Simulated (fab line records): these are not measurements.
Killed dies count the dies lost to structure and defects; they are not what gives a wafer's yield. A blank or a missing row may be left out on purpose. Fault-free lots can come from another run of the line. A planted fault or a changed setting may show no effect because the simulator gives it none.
Split-lot trial    flow n5Finfet    21 wafers read across 7 lots, on a route 1938 steps long

## THE SPLIT ITSELF
At N5_MOL_CONTACT_COAG_ETCH_124 (etches SiNx in CH3F/O2, stops on SiOC, target depth 6.5 nm), the setting sourceW was moved away from the recipe's 395 W on 6 of the 21 wafers read, by -12.0% to +16.6%. All remaining wafers had this setting at the recipe value.

The reading comes from the split's own step.

## THE READING
rfVppV, in V, at N5_MOL_CONTACT_COAG_ETCH_124 (etches SiNx in CH3F/O2, stops on SiOC, target depth 6.5 nm). A value of 297.9 V with a standard deviation of 2.4 V is what fault-free wafers of this fab line usually give.

wafer   tool, chamber at the split  sourceW as run, W  against the recipe  rfVppV, V  against lot-mates on the recipe
L075.1  rieDiel-05, 1               395                recipe              302.9      -
L075.2  rieDiel-05, 3               395                recipe              299.1      -
L075.3  rieDiel-05, 0               395                recipe              298.7      -
L076.3  rieDiel-01, 0               395                recipe              297.4      -
L076.4  rieDiel-01, 2               354.3              -10.3%              313.1      +15.0
L076.6  rieDiel-01, 0               395                recipe              298.8      -
L081.1  rieDiel-04, 1               395                recipe              298.4      -
L081.2  rieDiel-04, 0               395                recipe              296.1      -
L081.3  rieDiel-04, 2               395                recipe              292.6      -
L083.1  rieDiel-01, 3               395                recipe              295.2      -
L083.2  rieDiel-01, 0               395                recipe              298.1      -
L083.3  rieDiel-01, 1               419.2              +6.1%               291.3      -5.3
L086.3  rieDiel-01, 1               395                recipe              300.6      -
L086.4  rieDiel-01, 3               395                recipe              293.6      -
L086.6  rieDiel-01, 0               395                recipe              298.4      -
L089.1  rieDiel-04, 0               460.5              +16.6%              275.8      -22.2
L089.3  rieDiel-04, 1               395                recipe              298.0      -
L089.4  rieDiel-04, 2               460.5              +16.6%              273.7      -24.3
L090.4  rieDiel-05, 2               347.6              -12.0%              315.3      +13.0
L090.5  rieDiel-05, 0               347.6              -12.0%              317.9      +15.6
L090.6  rieDiel-05, 1               395                recipe              302.3      -

THE FIT
A straight line over all 21 wafers: rfVppV changes by -1.44 V for each +1% of sourceW; r = -0.97; the points scatter about the line by 2.6 V.
The same after taking each lot's own level away (the mean of its wafers on the recipe; 21 wafers): -1.33 V for each +1%; r = -0.98; scatter 2.1 V.
That fit puts the effect of the largest move of sourceW on the reading at 22 V.
Measured against the standard deviation above, the lots' own levels, which go from 295.70 to 302.30 V, span 2.8 times it.
Hence the lot-to-lot level has little effect on the slope; both slopes agree.
Check: for one of the wafers moved furthest among these (+16.6%), held out of the fit, the line's prediction against its lot-mates is -22 V. It came out at -22.2 V against them.
Tool readings at the split's step, against how far the setting was moved: rfVppV r = -0.97.

## THESE WAFERS: OTHER SPLITS
Note: prior to the reading, these wafers also went through further splits. Each is held against what the fit with the lots' levels taken away leaves over:
other split on the same wafers         wafers away from the commonest value  r with rfVppV (lot level and that fit taken away)
N5_SDB_ALD_29 aldCycles                7                                     +0.05
N5_HKMG_FIN_COAT_06 spinRpm            4                                     -0.06
N5_MOL_CONTACT_COAG_EXPOSE_05 doseMj   5                                     -0.18
N5_MOL_CONTACT_COAG_COAT_76 spinRpm    6                                     -0.29
N5_MOL_CONTACT_COAG_ALD_133 aldCycles  7                                     +0.04

## THE FILE'S OWN FIT
rfVppV changes by -1.32 V for each +1% of sourceW, r = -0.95.
